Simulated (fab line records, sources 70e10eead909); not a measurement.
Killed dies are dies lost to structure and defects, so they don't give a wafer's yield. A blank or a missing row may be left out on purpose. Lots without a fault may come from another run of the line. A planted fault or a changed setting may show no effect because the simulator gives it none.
fab line records | flow nand_harc
record lots=13 wafers=37 last_day=33
route steps=1302 shown A_STAIRCASE@773 END@1302
lots that met no fault: from a run of the same line without faults
start_h: hours from the record's first day to the start of the lot's first wafer shown | wait_h: hours since the lot's step before | " the same as in the row above | L1.1+2: a row that stands for several wafers | - no value, or no start given | * or withheld: withheld | < > ~ a bound
route shown NAME@n: a module of which the file shows steps, and the number in the route of the first | usual: mean/standard deviation of fault-free wafers | same: alike in all rows | chamber/n: place in a boat | sites: the reading at each site | _std_site: their standard deviation | _edge_site: outer sites' mean less inner sites' | radius_mm: how far each site lies from the wafer's centre | mask NAME#n: copy n | behind: the tool/chamber that last shaped the wafer | hold: why the lot was held/for how many hours/how that ended | device: the transistor (n, p or np) that didn't switch | end of line: the same wafers' tests at the end of the route | a step without rows: its recipe alone | killed: dies lost to structure and defects at the first sort, not the wafer's yield | map: a wafer's dies, x killed, . not, _ none there
set.NAME: the setting as run; set.NAME@STEP: as run at that earlier step | model.NAME: the simulator's own value behind a step, which no gauge read
steps of the route over a sample of lots; a table a step, a row a wafer
services: from which hour (start_h, from the record's first day; less than 0 if before it) a tool's chamber was out of use, for how many hours, and why
## steps
# step NHARC_A_STAIRCASE_DEP_259
# recipe target_thk_a=300 target_thk_nm=30 temp_c=400 pressure_torr=3.5 flow_sccm=200 rf_w=350 material=SiON
# usual heater_power_w=730/75
# columns lot.wafer tool chamber start_h wait_h heater_power_w
L279.1 pecvd-01 1 371.14 1.5 715
L279.2 " 0 " " 728
L279.4 " 1 " " 727
L281.1 pecvd-03 2 399.91 1.6 724
L281.5 " 2 " " 713
L281.6 " 0 " " 708
L282.1 pecvd-01 2 401.77 1.6 713
L282.4 " 1 " " 687
L282.6 " 2 " " 727
L284.3 pecvd-04 2 419.40 1.0 686
L284.5 " 2 " " 691
L284.6 " 1 " " 849
L283.2 pecvd-04 1 419.70 1.2 858
L283.6 " 1 " " 840
L283.4 " 2 " " 647
L285.4 pecvd-01 2 439.19 0.8 680
L285.5 " 0 " " 832
L285.6 " 1 " " 659
L286.2 pecvd-01 0 449.03 1.3 862
L286.5 " 1 " " 715
L286.4 " 2 " " 843
L288.2 pecvd-01 0 473.18 1.3 861
L289.3 pecvd-01 1 473.60 1.0 733
L289.6 " 0 " " 856
L289.4 " 2 " " 727
L298.2 pecvd-04 2 564.99 1.3 640
L298.5 " 1 " " 778
L298.6 " 0 " " 713
L299.3 pecvd-04 0 578.60 0.9 735
L299.5 " 1 " " 702
L299.6 " 2 " " 627
L300.5 pecvd-03 2 591.38 0.4 735
L300.4 " 0 " " 804
L300.6 " 1 " " 612
L301.3 pecvd-04 1 593.62 1.4 787
L301.6 " 0 " " 613
L301.5 " 2 " " 668
# step NHARC_A_STAIRCASE_STRIP_274
# recipe o2_flow_sccm=500 ar_flow_sccm=0 bias_w=0 chemistry=O2
# usual chamber_pressure_mTorr=60.00/0.053 drypump_motor_current_A=5.6/0.44 oes_product_au=1.002/0.012 rf_vpp_V=57.8/0.9 showerhead_plenum_p_Torr=3.53/0.12 throttle_valve_pct=17.036/0.0097
# columns lot.wafer tool chamber start_h wait_h chamber_pressure_mTorr drypump_motor_current_A oes_product_au rf_hours_counter_h rf_vpp_V showerhead_plenum_p_Torr throttle_valve_pct
L279.4 rie_diel-03 3 - - 60.05 5.7 1.008 29 57.9 3.79 17.025
L279.1 " 0 " " 59.99 5.3 1.021 17 57.3 3.44 17.029
L279.2 " 1 " " 60.09 6.1 1.009 29 57.1 3.49 17.045
L281.1 rie_diel-08 1 - - 60.03 5.6 0.988 8 57.9 3.74 17.033
L281.5 " 2 " " 60.02 5.8 1.005 - 56.6 3.36 17.028
L281.6 " 3 " " 59.94 5.0 0.999 - 57.9 3.59 17.035
L282.4 rie_diel-03 1 - - 59.94 6.1 1.002 38 57.6 3.48 17.041
L282.1 " 3 " " 59.98 5.6 1.011 37 59.8 3.79 17.040
L282.6 " 0 " " 60.04 5.3 1.022 - 56.8 3.44 17.038
L283.4 rie_diel-09 3 - - 60.07 6.6 1.005 37 58.2 3.53 17.020
L283.2 " 1 " " 60.01 5.7 0.999 32 56.8 3.49 17.032
L283.6 " 2 " " 59.96 5.5 0.990 - 57.8 3.60 17.034
L284.3 rie_diel-03 2 - - 60.01 4.8 1.009 43 56.5 3.45 17.043
L284.6 " 0 " " 59.94 5.3 1.026 - 58.6 3.44 17.019
L284.5 " 1 " " 60.06 6.1 1.004 - 57.5 3.48 17.052
L285.5 rie_diel-03 1 - - 60.11 6.1 1.001 - 57.5 3.48 17.037
L285.4 " 3 " " 59.95 5.7 1.005 - 58.4 3.78 17.046
L285.6 " 0 " " 60.02 5.3 1.016 - 58.9 3.43 17.030
L286.4 rie_diel-08 2 - - 59.99 5.7 0.984 25 57.4 3.36 17.034
L286.2 " 3 " " 59.96 5.0 0.999 26 57.9 3.58 17.028
L286.5 " 1 " " 60.01 5.6 0.995 - 59.3 3.73 17.033
L289.4 rie_diel-09 3 - - 59.95 6.6 0.986 53 58.2 3.52 17.040
L289.3 " 1 " " 60.09 5.7 0.994 50 57.8 3.48 17.040
L289.6 " 2 " " 59.92 5.5 0.971 - 58.5 3.59 17.047
L288.2 rie_diel-03 3 - - 60.01 5.7 1.020 4 56.9 3.77 17.032
L298.2 rie_diel-03 0 - - 59.94 5.3 1.033 31 55.6 3.41 17.041
L298.5 " 1 " " 59.92 6.1 0.990 - 57.5 3.45 17.047
L298.6 " 2 " " 59.93 4.8 0.996 - 57.5 3.43 17.042
L299.3 rie_diel-08 2 - - 60.06 5.7 0.994 11 56.5 3.34 17.039
L299.6 " 0 " " 59.96 5.6 0.999 - 57.8 3.56 17.050
L299.5 " 1 " " 60.00 5.6 0.998 - 58.3 3.71 17.039
L300.4 rie_diel-08 3 - - 60.03 5.0 0.985 14 58.5 3.56 17.044
L300.5 " 0 " " 60.00 5.6 0.999 - 58.6 3.55 17.051
L300.6 " 1 " " 60.08 5.6 0.989 - 57.7 3.71 17.046
L301.3 rie_diel-08 0 - - 59.96 5.6 1.015 13 58.5 3.55 17.023
L301.6 " 2 " " 60.12 5.7 0.995 - 58.3 3.33 17.032
L301.5 " 3 " " 60.08 5.0 0.999 - 59.1 3.56 17.049
# step NHARC_A_STAIRCASE_DEP_280
# recipe target_thk_a=300 target_thk_nm=30 temp_c=400 pressure_torr=3.5 flow_sccm=200 rf_w=350 material=SiON
# usual heater_power_w=728/72
# columns lot.wafer tool chamber start_h wait_h heater_power_w
L279.1 pecvd-01 2 377.85 1.6 679
L279.2 " 0 " " 807
L279.4 " 1 " " 702
L281.1 pecvd-04 1 408.83 1.6 794
L281.6 " 2 " " 616
L281.5 " 1 " " 778
L282.1 pecvd-04 1 409.00 1.8 746
L282.6 " 2 " " 697
L282.4 " 0 " " 681
L283.2 pecvd-03 0 427.40 1.3 816
L283.4 " 0 " " 809
L283.6 " 1 " " 678
L284.3 pecvd-01 1 427.44 1.0 725
L284.6 " 0 " " 893
L284.5 " 1 " " 723
L285.5 pecvd-01 2 445.59 0.4 791
L285.4 " 0 " " 811
L285.6 " 1 " " 770
L286.2 pecvd-03 0 455.52 1.3 813
L286.4 " 2 " " 587
L286.5 " 1 " " 622
L289.3 pecvd-01 0 482.17 1.0 813
L289.4 " 2 " " 733
L289.6 " 1 " " 777
L288.2 pecvd-03 0 491.91 1.4 746
L298.2 pecvd-01 2 573.69 1.3 702
L298.5 " 1 " " 774
L298.6 " 2 " " 730
L299.3 pecvd-04 1 585.11 1.1 733
L299.6 " 0 " " 679
L299.5 " 2 " " 669
L300.6 pecvd-03 1 597.28 0.1 587
L300.5 " 2 " " 689
L300.4 " 0 " " 760
L301.3 pecvd-01 1 599.56 1.0 695
L301.5 " 2 " " 701
L301.6 " 0 " " 831
# step NHARC_A_STAIRCASE_ETCH_294
# recipe target_depth_a=49890 time_s=1211.6 ion_energy_ev=800 c4f8_flow_sccm=80 o2_flow_sccm=60 ar_flow_sccm=withheld rf_w=600 bias_w=3000 chemistry=C4F8/O2/Ar
# usual chamber_pressure_mTorr=24.999/0.025 oes_product_au=0.933/0.012 rf_vpp_V=1827/8.4
# same time_s=1211.6
# columns lot.wafer tool chamber start_h wait_h chamber_pressure_mTorr oes_product_au rf_hours_counter_h rf_vpp_V
L279.1 rie_diel-08 0 - - 24.990 0.964 1 1833
L279.4 " 1 " " 24.998 0.932 1 1842
L279.2 " 3 " " 25.032 0.946 1 1831
L281.1 rie_diel-08 1 - - 24.989 0.916 10 1842
L281.5 " 0 " " 25.035 0.931 - 1832
L281.6 " 1 " " 25.015 0.928 - 1842
L282.4 rie_diel-03 3 - - 24.992 0.938 42 1844
L282.1 " 0 " " 24.992 0.943 29 1820
L282.6 " 2 " " 24.997 0.927 - 1822
L283.4 rie_diel-08 0 - - 24.975 0.933 13 1831
L283.2 " 2 " " 25.016 0.933 19 1814
L283.6 " 3 " " 25.016 0.938 - 1831
L284.3 rie_diel-09 0 - - 25.025 0.928 34 1824
L284.6 " 1 " " 24.985 0.940 - 1826
L284.5 " 2 " " 25.026 0.929 - 1832
L285.4 rie_diel-09 0 - - 24.989 0.916 37 1823
L285.5 " 2 " " 25.022 0.919 - 1832
L285.6 " 3 " " 25.007 0.929 - 1827
L286.2 rie_diel-09 2 - - 24.994 0.907 47 1831
L286.4 " 3 " " 25.001 0.918 46 1826
L286.5 " 1 " " 25.013 0.924 - 1824
L289.4 rie_diel-08 1 - - 25.056 0.937 33 1840
L289.3 " 3 " " 24.991 0.941 36 1831
L289.6 " 0 " " 25.008 0.930 - 1830
L288.2 rie_diel-09 3 - - 25.015 0.931 55 1825
L298.2 rie_diel-09 0 - - 25.031 0.933 24 1821
L298.6 " 2 " " 25.029 0.924 - 1829
L298.5 " 3 " " 25.043 0.922 - 1826
L299.3 rie_diel-09 3 - - 24.960 0.932 29 1825
L299.5 " 0 " " 24.982 0.937 - 1820
L299.6 " 1 " " 24.980 0.927 - 1822
L300.4 rie_diel-08 1 - - 24.994 0.929 16 1840
L300.5 " 2 " " 25.040 0.924 - 1812
L300.6 " 3 " " 25.036 0.930 - 1829
L301.3 rie_diel-03 0 - - 25.033 0.946 39 1816
L301.5 " 0 " " 24.964 0.948 - 1816
L301.6 " 1 " " 25.018 0.927 - 1820
# step NHARC_END_SORT_01
# recipe temp_c=25
# usual killed_at_array=49/18 killed_at_other=0.7/1.1 killed_at_periphery=4.0/2.6 killed_dies=54/19 killed_open=3.4/1.7 killed_short=2.5/1.7
# same gross_dies=677
# columns lot.wafer tool chamber start_h wait_h hold killed_at_array killed_at_other killed_at_periphery killed_dies killed_open killed_short
L282.1 prober-02 0 590.31 2.5 - 62 0 2 64 3 3
L282.4 prober-02 0 592.68 3.4 - 66 2 3 71 3 3
L282.6 prober-02 0 594.27 4.0 - 58 0 2 60 2 2
L283.2 prober-01 0 603.47 2.8 - 29 0 2 31 2 0
L283.4 prober-01 0 605.06 3.4 - 52 1 2 55 1 2
L283.6 prober-01 0 606.65 4.0 - 22 2 0 24 0 0
L284.3 prober-02 0 604.25 3.1 - 52 0 0 52 8 4
L284.5 prober-02 0 605.84 3.7 - 58 0 3 61 6 1
L284.6 prober-02 0 606.63 4.0 - 63 0 4 67 2 1
L285.4 prober-02 0 633.08 3.4 - 78 2 1 81 3 3
L285.5 prober-02 0 633.89 3.7 - 60 1 5 66 2 1
L285.6 prober-02 0 634.70 4.0 - 77 1 5 83 4 1
L286.2 prober-02 0 650.39 2.8 - 53 2 5 60 5 3
L286.4 prober-02 0 651.96 3.4 - 48 2 4 54 3 2
L286.5 prober-02 0 652.75 3.7 - 74 0 7 81 6 2
L289.3 prober-01 0 660.26 3.1 await_dispo/3.9h/release 64 0 6 70 2 0
L289.4 prober-01 0 661.06 3.4 await_dispo/3.9h/release 90 0 4 94 4 2
L289.6 prober-01 0 662.66 4.0 await_dispo/3.9h/release 671 0 6 677 4 1
L288.2 prober-02 0 685.88 2.8 await_dispo/3.2h/release 672 3 2 677 3 2
L299.3 prober-02 0 772.32 3.1 - 48 4 3 55 3 2
L299.5 prober-02 0 773.95 3.8 - 65 3 5 73 3 7
L299.6 prober-02 0 774.76 4.1 - 32 3 4 39 4 1
# killed by level:class
L282.1 A_CHANNEL_HOLE_D1:chamber_film_flake=27 A_CHANNEL_HOLE_D2:chamber_film_flake=16 A_CONTACT:chamber_film_flake=7 P_STI:chamber_film_flake=2 A_DECK1_JOINT:chamber_film_flake=2 A_WL_FILL:chamber_film_flake=2 A_STAIRCASE:chamber_film_flake=1 A_ONON_D1:geometric_particle:open=1
L282.4 A_CHANNEL_HOLE_D1:chamber_film_flake=36 A_CHANNEL_HOLE_D2:chamber_film_flake=14 A_CONTACT:chamber_film_flake=9 A_ONON_D1:geometric_particle:open=2 P_GATE:chamber_film_flake=2 A_CHANNEL_FILL_D1:chamber_film_flake=2 P_M0:geometric_particle:short=1 A_CHANNEL_HOLE_D2:geometric_particle:short=1
L282.6 A_CHANNEL_HOLE_D2:chamber_film_flake=25 A_CHANNEL_HOLE_D1:chamber_film_flake=20 A_CHANNEL_FILL_D1:chamber_film_flake=4 P_STI:chamber_film_flake=2 A_DECK1_JOINT:chamber_film_flake=2 A_CONTACT:chamber_film_flake=2 A_ONON_D2:geometric_particle:short=1 A_ONON_D2:geometric_particle:open=1
L283.2 A_CHANNEL_HOLE_D2:chamber_film_flake=13 A_SGD_CUT:chamber_film_flake=5 A_CONTACT:chamber_film_flake=5 A_CHANNEL_HOLE_D1:chamber_film_flake=2 A_DECK1_JOINT:chamber_film_flake=2 P_M0:geometric_particle:open=1 A_M0:geometric_particle:open=1 P_M1:chamber_film_flake=1
L284.3 A_SLIT:chamber_film_flake=19 A_CHANNEL_HOLE_D1:chamber_film_flake=12 A_CHANNEL_HOLE_D2:chamber_film_flake=4 A_DECK1_JOINT:geometric_particle:open=2 A_ONON_D2:geometric_particle:short=2 A_WL_FILL:geometric_particle:open=2 A_CHANNEL_FILL_D1:chamber_film_flake=2 A_CONTACT:chamber_film_flake=2
L283.4 A_CHANNEL_HOLE_D2:chamber_film_flake=33 A_SGD_CUT:chamber_film_flake=5 A_CHANNEL_HOLE_D1:chamber_film_flake=4 A_CONTACT:chamber_film_flake=4 A_CHANNEL_FILL_D1:chamber_film_flake=2 P_CONTACT:geometric_particle:short=1 A_CHANNEL_FILL_D1:geometric_particle:short=1 A_M0:geometric_particle:open=1
L284.5 A_SLIT:chamber_film_flake=25 A_CHANNEL_HOLE_D1:chamber_film_flake=9 A_CHANNEL_HOLE_D2:chamber_film_flake=7 A_DECK1_JOINT:chamber_film_flake=4 A_CONTACT:chamber_film_flake=4 A_STAIRCASE:chamber_film_flake=3 P_CONTACT:geometric_particle:open=1 P_M1:geometric_particle:open=1
L284.6 A_CHANNEL_HOLE_D1:chamber_film_flake=29 A_SLIT:chamber_film_flake=19 A_CHANNEL_HOLE_D2:chamber_film_flake=8 A_CHANNEL_FILL_D1:chamber_film_flake=2 A_DECK1_JOINT:chamber_film_flake=2 A_CONTACT:chamber_film_flake=2 P_M2:geometric_particle:open=1 P_M2:geometric_particle:short=1
L283.6 A_CHANNEL_HOLE_D2:chamber_film_flake=15 A_CHANNEL_HOLE_D1:chamber_film_flake=3 A_CONTACT:chamber_film_flake=2 THIN_TSV:chamber_film_flake=2 A_CHANNEL_FILL_D1:chamber_film_flake=1 A_SLIT:chamber_film_flake=1
L285.4 A_SLIT:chamber_film_flake=31 A_CHANNEL_HOLE_D2:chamber_film_flake=26 A_CHANNEL_HOLE_D1:chamber_film_flake=14 THIN_TSV:chamber_film_flake=2 P_CONTACT:geometric_particle:open=1 A_ONON_D1:geometric_particle:short=1 A_CHANNEL_HOLE_D1:geometric_particle:open=1 A_DECK1_JOINT:geometric_particle:short=1
L285.5 A_CHANNEL_HOLE_D1:chamber_film_flake=22 A_SLIT:chamber_film_flake=21 A_CHANNEL_HOLE_D2:chamber_film_flake=12 P_ZERO_WELL:chamber_film_flake=3 A_BONDPAD:chamber_film_flake=2 P_CONTACT:geometric_particle:open=1 A_DECK1_JOINT:geometric_particle:short=1 A_CHANNEL_FILL_D2:geometric_particle:open=1
L285.6 A_CHANNEL_HOLE_D2:chamber_film_flake=33 A_SLIT:chamber_film_flake=25 A_CHANNEL_HOLE_D1:chamber_film_flake=12 P_M0:geometric_particle:open=2 A_STAIRCASE:chamber_film_flake=2 A_BONDPAD:chamber_film_flake=2 P_M2:geometric_particle:short=1 A_SOURCE_PLATE:geometric_particle:open=1
L286.2 A_SLIT:chamber_film_flake=19 A_CHANNEL_HOLE_D2:chamber_film_flake=13 A_STAIRCASE:chamber_film_flake=6 A_CHANNEL_HOLE_D1:chamber_film_flake=3 A_CHANNEL_FILL_D2:geometric_particle:open=2 P_ZERO_WELL:chamber_film_flake=2 A_M0:chamber_film_flake=2 A_WL_FILL:chamber_film_flake=2
L286.4 A_SLIT:chamber_film_flake=22 A_CHANNEL_HOLE_D2:chamber_film_flake=13 A_CHANNEL_HOLE_D1:chamber_film_flake=2 A_STAIRCASE:chamber_film_flake=2 A_WL_FILL:chamber_film_flake=2 A_M0:chamber_film_flake=2 THIN_TSV:chamber_film_flake=2 P_CONTACT:geometric_particle:open=1
L286.5 A_CHANNEL_HOLE_D2:chamber_film_flake=33 A_SLIT:chamber_film_flake=22 A_CHANNEL_HOLE_D1:chamber_film_flake=4 P_GATE:chamber_film_flake=3 A_STAIRCASE:chamber_film_flake=3 A_DECK1_JOINT:geometric_particle:open=2 A_CHANNEL_FILL_D2:geometric_particle:open=2 A_CHANNEL_FILL_D2:chamber_film_flake=2
L289.3 A_SLIT:chamber_film_flake=27 A_CHANNEL_HOLE_D1:chamber_film_flake=16 A_CHANNEL_HOLE_D2:chamber_film_flake=9 P_GATE:chamber_film_flake=5 A_CONTACT:chamber_film_flake=5 A_M0:chamber_film_flake=3 P_CONTACT:geometric_particle:open=1 A_M0:geometric_particle:open=1
L289.4 A_CHANNEL_HOLE_D1:chamber_film_flake=37 A_SLIT:chamber_film_flake=21 A_CHANNEL_HOLE_D2:chamber_film_flake=8 A_ZERO_WELL:chamber_film_flake=4 A_M0:chamber_film_flake=4 A_CONTACT:chamber_film_flake=4 A_STAIRCASE:chamber_film_flake=3 A_CHANNEL_FILL_D2:chamber_film_flake=2
L289.6 A_STAIRCASE:area_dep=605 A_SLIT:chamber_film_flake=26 A_CHANNEL_HOLE_D1:chamber_film_flake=15 A_CHANNEL_HOLE_D2:chamber_film_flake=8 A_CONTACT:chamber_film_flake=7 P_GATE:chamber_film_flake=3 A_CHANNEL_FILL_D2:chamber_film_flake=3 A_ZERO_WELL:chamber_film_flake=2
L288.2 A_STAIRCASE:area_dep=636 A_CHANNEL_HOLE_D1:chamber_film_flake=13 A_CONTACT:chamber_film_flake=6 A_ZERO_WELL:chamber_film_flake=5 A_CHANNEL_HOLE_D2:unspecified=4 A_STAIRCASE:chamber_film_flake=3 STARTING-WAFER:geometric_particle:open=2 A_M0:chamber_film_flake=2
L299.3 A_CHANNEL_HOLE_D2:chamber_film_flake=14 A_CHANNEL_HOLE_D1:chamber_film_flake=13 A_SLIT:chamber_film_flake=10 A_CONTACT:chamber_film_flake=4 THIN_TSV:chamber_film_flake=4 P_M0:geometric_particle:open=2 A_STAIRCASE:chamber_film_flake=2 P_CONTACT:geometric_particle:short=1
L299.5 A_CHANNEL_HOLE_D2:chamber_film_flake=25 A_CONTACT:chamber_film_flake=11 A_SLIT:chamber_film_flake=11 A_CHANNEL_HOLE_D1:chamber_film_flake=9 THIN_TSV:chamber_film_flake=3 P_M0:geometric_particle:short=2 A_CHANNEL_FILL_D1:geometric_particle:short=2 A_CHANNEL_FILL_D2:geometric_particle:short=2
L299.6 A_CHANNEL_HOLE_D2:chamber_film_flake=14 A_CHANNEL_HOLE_D1:chamber_film_flake=5 A_SLIT:chamber_film_flake=5 A_CONTACT:chamber_film_flake=5 THIN_TSV:chamber_film_flake=3 P_M0:geometric_particle:open=2 P_M0:geometric_particle:short=1 P_M1:geometric_particle:open=1
## services
# columns tool chamber start_h hours kind
rie_diel-08 0 347.25 - clean
rie_diel-08 3 349.43 7.0 repair
pecvd-03 - 366.09 13.0 pm
rie_diel-08 - 368.21 9.0 pm
rie_diel-08 0 390.98 3.2 repair
rie_diel-03 2 432.20 15.3 repair
pecvd-04 - 438.16 3.1 repair
rie_diel-08 - 444.42 3.7 repair
pecvd-04 - 450.00 13.0 pm
rie_diel-03 - 458.56 9.0 pm
pecvd-01 - 492.00 13.0 pm
pecvd-01 0 492.00 13.0 vent_cycle
pecvd-01 1 492.00 13.0 vent_cycle
pecvd-01 2 492.00 13.0 vent_cycle
rie_diel-09 - 499.68 9.0 pm
pecvd-01 0 505.00 - clean
pecvd-01 1 505.00 - clean
pecvd-01 2 505.00 - clean
pecvd-01 0 525.36 4.0 repair
rie_diel-08 1 542.38 3.7 repair
rie_diel-08 - 545.21 9.0 pm
pecvd-03 - 547.09 13.0 pm
pecvd-01 - 572.28 1.3 repair
pecvd-01 0 585.93 3.9 repair
## key
first_sign step=NHARC_END_SORT_01 reading=killed_at_array direction=up sigmas=34 usual=49 struck=672
effect step=NHARC_END_SORT_01 reading=killed_dies direction=up sigmas=33 usual=54 struck=677
more_kills_born_at NHARC_A_STAIRCASE_DEP_259@pecvd-01=1241
met_at NHARC_A_STAIRCASE_DEP_259
struck_lots L288,L289
struck_wafers L288.2,L289.6
later_rows_left_out L288.2,L289.6
tester_left_out L288,L289
not_acting_at NHARC_A_STAIRCASE_STRIP_274,NHARC_A_STAIRCASE_DEP_280,NHARC_A_STAIRCASE_ETCH_294
onset_between 449.03 473.18
fault kind=process_parameter_drift tool=pecvd-01 chamber=0 onset_h=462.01 steps=NHARC_A_STAIRCASE_DEP_259 channel=flow_sccm offset=* shape=step end_h=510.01 acts_in=* stated=*
# tester_left_out: of these lots the tester's yield and bins aren't shown, on N5 and GAA mostly nor the transistor test; their killed dies are dies lost to structure and defects alone, not to doping, threshold or leakage, so they don't give the yield
# later_rows_left_out: the simulator's readings of these wafers behind a module that went badly wrong aren't trusted and aren't shown, but for the sort
